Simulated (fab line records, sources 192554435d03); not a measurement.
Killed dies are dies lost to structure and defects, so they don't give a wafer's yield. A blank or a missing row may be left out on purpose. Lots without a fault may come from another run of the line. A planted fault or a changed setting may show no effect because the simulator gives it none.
One fault seen from 2 desks | flow n5_finfet | each desk has only its own numbers; what lay behind them comes last

THE METROLOGY DESK
What the gauges read, lot by lot, whatever tool the lot ran on: means of the sampled wafers that have a number. A lot is out of limits, marked OUT, if its mean lies more than 4 standard deviations from the usual mean; the brackets give that distance.
Columns: A = trench_depth_nm at N5_BEOL_M9_OCD_MEAS_38, usual 150.1 nm; B = M9_THK at N5_BEOL_M9_THK_MEAS_53, usual 141 nm; C = M9_RS at N5_BEOL_M9_RS_MEAS_57, usual 0.153 ohm/sq
lot  | first seen here | A               | B             | C
L186 | day 11 01:11    | 148.8           | 141           | 0.154
L189 | day 11 06:46    | 149.3           | 141           | 0.152
L193 | day 12 11:41    | 148.5           | 140           | 0.155
L199 | day 14 10:32    | 114.6 (-13) OUT | 106 (-11) OUT | 0.210 (+16) OUT
L205 | day 15 11:56    | 151.3           | 140           | 0.154
L204 | day 15 11:59    | 150.9           | 139           | 0.155
L203 | day 15 12:01    | 111.8 (-14) OUT | 100 (-13) OUT | 0.224 (+20) OUT
L207 | day 16 19:17    | 150.7           | 141           | 0.153
This desk's finding: out of limits on L199, L203; first on L199, day 14 10:32 (trench_depth_nm at N5_BEOL_M9_OCD_MEAS_38). In limits: L186, L189, L193, L205, L204, L207.

THE TOOL OWNER'S DESK: rie_diel-04
The tool's own readings at N5_BEOL_M9_TRENCH_ETCH_37 (etches SiCOH lowk in C4F6/O2, target depth 151.43 nm, time 49 s): means of the sampled wafers that have a number, for each lot that ran on this tool. A lot is out of limits, marked OUT, if its mean lies more than 4 standard deviations from the usual mean; the brackets give that distance.
Columns: A = bias_w at N5_BEOL_M9_TRENCH_ETCH_37, usual 185.0 W; B = drypump_motor_current_A at N5_BEOL_M9_TRENCH_ETCH_37, usual 5.8 A; C = oes_product_au at N5_BEOL_M9_TRENCH_ETCH_37, usual 0.78 a.u.; D = rf_vpp_V at N5_BEOL_M9_TRENCH_ETCH_37, usual 667 V; E = showerhead_plenum_p_Torr at N5_BEOL_M9_TRENCH_ETCH_37, usual 2.82 Torr; F = throttle_valve_pct at N5_BEOL_M9_TRENCH_ETCH_37, usual 20.80 %
lot  | first seen here | A                      | B   | C    | D             | E    | F
L186 | day 11 01:01    | 185.2                  | 5.5 | 0.76 | 664           | 2.73 | 20.64
L189 | day 11 06:36    | 184.9                  | 5.6 | 0.75 | 671           | 2.80 | 20.67
L193 | day 12 11:31    | 185.6                  | 5.6 | 0.74 | 672           | 2.80 | 20.68
L199 | day 14 10:22    | 71.0 (-99 or more) OUT | 5.3 | 0.65 | 314 (-29) OUT | 2.76 | 20.50
L203 | day 15 11:51    | 71.3 (-99 or more) OUT | 5.5 | 0.62 | 308 (-30) OUT | 2.72 | 20.63
This desk's finding: out of limits on L199, L203; first on L199, day 14 10:22 (bias_w at N5_BEOL_M9_TRENCH_ETCH_37). In limits: L186, L189, L193.

PUT TOGETHER
The tool owner's desk could have raised an alarm at day 14 10:22, on L199, L203.
The metrology desk could have raised an alarm at day 14 10:32, on L199, L203.
Of the lots named, all ran N5_BEOL_M9_TRENCH_ETCH_37 on rie_diel-04.

WHAT THE SIMULATOR HAD PUT IN
Process parameter drift: rie_diel-04, from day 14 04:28 on, at N5_BEOL_M9_TRENCH_ETCH_37. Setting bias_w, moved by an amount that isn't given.
Lots struck among those shown: L199, L203.
Hours from the fault's start to each desk's first reading out of limits: the tool owner's desk, 6; the metrology desk, 6.
